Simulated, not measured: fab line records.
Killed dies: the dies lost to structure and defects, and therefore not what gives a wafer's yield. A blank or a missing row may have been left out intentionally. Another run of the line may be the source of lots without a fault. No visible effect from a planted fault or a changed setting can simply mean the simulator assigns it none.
Split-lot trial || flow n5Finfet || 7 lots, 21 wafers read, on a route of 1938 steps

## THE SPLIT
At N5_BEOL_M6_ETCH_62 (etches SOC in N2/H2, target depth 110 nm, overetch 22 nm, time 165 s), the setting timeS was moved away from the recipe's 165 s on 6 of the 21 wafers read, by -6.6% to +16.1%. For the rest of the wafers, this setting stayed at what the recipe calls for.

## FROM THE SPLIT TO THE READING: what the file shows between them, 2 steps
- N5_BEOL_M6_STRIP_68: strips in N2/H2
- N5_BEOL_M6_STRIP_67: strips in CF4

## THE READING
etch.depthNm (the simulator's own value, which no gauge read), in nm, at N5_BEOL_M6_HM_OPEN_17 (chemistry Cl2/BCl3, target TiN, target depth 20 nm, overetch 6 nm). There is no usual value for it anywhere in the file. Across the 15 wafers here that went through the recipe, the average is 20.07 nm and the standard deviation 0.25 nm.

{"wafer": "L080.2", "tool, chamber at the split": "rieDiel-04, 3,0,2", "timeS as run, s": 165, "against the recipe": "recipe", "etch.depthNm, nm": 20.32, "against lot-mates on the recipe": "-"}
{"wafer": "L080.3", "tool, chamber at the split": "rieDiel-04, 3,0,2", "timeS as run, s": 165, "against the recipe": "recipe", "etch.depthNm, nm": 19.91, "against lot-mates on the recipe": "-"}
{"wafer": "L080.5", "tool, chamber at the split": "rieDiel-04, 3,0,2", "timeS as run, s": 165, "against the recipe": "recipe", "etch.depthNm, nm": 20.37, "against lot-mates on the recipe": "-"}
{"wafer": "L082.1", "tool, chamber at the split": "rieDiel-04, 3,0,2", "timeS as run, s": 165, "against the recipe": "recipe", "etch.depthNm, nm": 20.12, "against lot-mates on the recipe": "-"}
{"wafer": "L082.4", "tool, chamber at the split": "rieDiel-04, 3,0,2", "timeS as run, s": 165, "against the recipe": "recipe", "etch.depthNm, nm": 19.55, "against lot-mates on the recipe": "-"}
{"wafer": "L082.6", "tool, chamber at the split": "rieDiel-04, 3,0,2", "timeS as run, s": 165, "against the recipe": "recipe", "etch.depthNm, nm": 19.69, "against lot-mates on the recipe": "-"}
{"wafer": "L083.1", "tool, chamber at the split": "rieDiel-04, 2,0", "timeS as run, s": 165, "against the recipe": "recipe", "etch.depthNm, nm": 20.15, "against lot-mates on the recipe": "-"}
{"wafer": "L083.3", "tool, chamber at the split": "rieDiel-04, 2,0", "timeS as run, s": 165, "against the recipe": "recipe", "etch.depthNm, nm": 20.07, "against lot-mates on the recipe": "-"}
{"wafer": "L083.5", "tool, chamber at the split": "rieDiel-04, 2", "timeS as run, s": 176.8, "against the recipe": "+7.2%", "etch.depthNm, nm": 18.99, "against lot-mates on the recipe": -1.12}
{"wafer": "L090.4", "tool, chamber at the split": "rieDiel-06, 1,0", "timeS as run, s": 183, "against the recipe": "+10.9%", "etch.depthNm, nm": 18.32, "against lot-mates on the recipe": -1.55}
{"wafer": "L090.5", "tool, chamber at the split": "rieDiel-06, 3", "timeS as run, s": 165, "against the recipe": "recipe", "etch.depthNm, nm": 19.87, "against lot-mates on the recipe": "-"}
{"wafer": "L090.6", "tool, chamber at the split": "rieDiel-06, 1,0", "timeS as run, s": 183, "against the recipe": "+10.9%", "etch.depthNm, nm": 18.31, "against lot-mates on the recipe": -1.56}
{"wafer": "L091.2", "tool, chamber at the split": "rieDiel-05, 2,1", "timeS as run, s": 154.1, "against the recipe": "-6.6%", "etch.depthNm, nm": 20.3, "against lot-mates on the recipe": "+0.33"}
{"wafer": "L091.3", "tool, chamber at the split": "rieDiel-05, 2,1", "timeS as run, s": 154.1, "against the recipe": "-6.6%", "etch.depthNm, nm": 20.05, "against lot-mates on the recipe": "+0.08"}
{"wafer": "L091.6", "tool, chamber at the split": "rieDiel-05, 2", "timeS as run, s": 165, "against the recipe": "recipe", "etch.depthNm, nm": 19.97, "against lot-mates on the recipe": "-"}
{"wafer": "L092.1", "tool, chamber at the split": "rieDiel-05, 2", "timeS as run, s": 165, "against the recipe": "recipe", "etch.depthNm, nm": 20.26, "against lot-mates on the recipe": "-"}
{"wafer": "L092.3", "tool, chamber at the split": "rieDiel-05, 0", "timeS as run, s": 191.6, "against the recipe": "+16.1%", "etch.depthNm, nm": 17.04, "against lot-mates on the recipe": -3.24}
{"wafer": "L092.6", "tool, chamber at the split": "rieDiel-05, 2", "timeS as run, s": 165, "against the recipe": "recipe", "etch.depthNm, nm": 20.3, "against lot-mates on the recipe": "-"}
{"wafer": "L096.1", "tool, chamber at the split": "rieDiel-04, 3,1,2", "timeS as run, s": 165, "against the recipe": "recipe", "etch.depthNm, nm": 19.78, "against lot-mates on the recipe": "-"}
{"wafer": "L096.5", "tool, chamber at the split": "rieDiel-04, 3,1,2", "timeS as run, s": 165, "against the recipe": "recipe", "etch.depthNm, nm": 20.42, "against lot-mates on the recipe": "-"}
{"wafer": "L096.6", "tool, chamber at the split": "rieDiel-04, 3,1,2", "timeS as run, s": 165, "against the recipe": "recipe", "etch.depthNm, nm": 20.23, "against lot-mates on the recipe": "-"}
Where a row lists several chambers, the file gives one row for several wafers and doesn't say which wafer went through which chamber.

THE FIT
A straight line over all 21 wafers: etch.depthNm changes by -0.144 nm for each +1% of timeS; r = -0.91; the points scatter about the line by 0.37 nm.
The same after taking each lot's own level away (the mean of its wafers on the recipe; 21 wafers): -0.147 nm for each +1%; r = -0.92; scatter 0.34 nm.
The reading moves by 2.4 nm for the largest change in timeS, on that fit.
The span of the lots' own levels, 19.787 to 20.280 nm, comes to 1.9 times the standard deviation stated above.
Consequently the slope shifts little with the lot-to-lot level, the two slopes agreeing.
Check: for one of the wafers moved furthest among these (+16.1%), held out of the fit, the line's prediction against its lot-mates is -1.94 nm. It came out at -3.24 nm against them.

## ADDITIONAL SPLITS CARRIED BY THESE WAFERS
Other splits were also applied to these wafers ahead of the reading. Each is held against what the fit with the lots' levels taken away leaves over:
{"other split on the same wafers": "N5_BEOL_M2_EXPOSE_25 doseMj", "wafers away from the commonest value": 4, "r with etch.depthNm (lot level and that fit taken away)": "+0.11"}
{"other split on the same wafers": "N5_BEOL_M3_ILD_DEP_00 timeS", "wafers away from the commonest value": 7, "r with etch.depthNm (lot level and that fit taken away)": "+0.24"}
{"other split on the same wafers": "N5_BEOL_M3_HM_DEP_02 targetThkA", "wafers away from the commonest value": 6, "r with etch.depthNm (lot level and that fit taken away)": "+0.24"}
{"other split on the same wafers": "N5_BEOL_M4_ETCH_70 biasW", "wafers away from the commonest value": 8, "r with etch.depthNm (lot level and that fit taken away)": "+0.30"}
{"other split on the same wafers": "N5_BEOL_M5_HM_DEP_02 targetThkA", "wafers away from the commonest value": 9, "r with etch.depthNm (lot level and that fit taken away)": -0.31}
{"other split on the same wafers": "N5_BEOL_M6_COAT_60 spinRpm", "wafers away from the commonest value": 7, "r with etch.depthNm (lot level and that fit taken away)": "+0.23"}

## FILE'S OWN FIT
etch.depthNm changes by -0.166 nm for each +1% of timeS, r = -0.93.
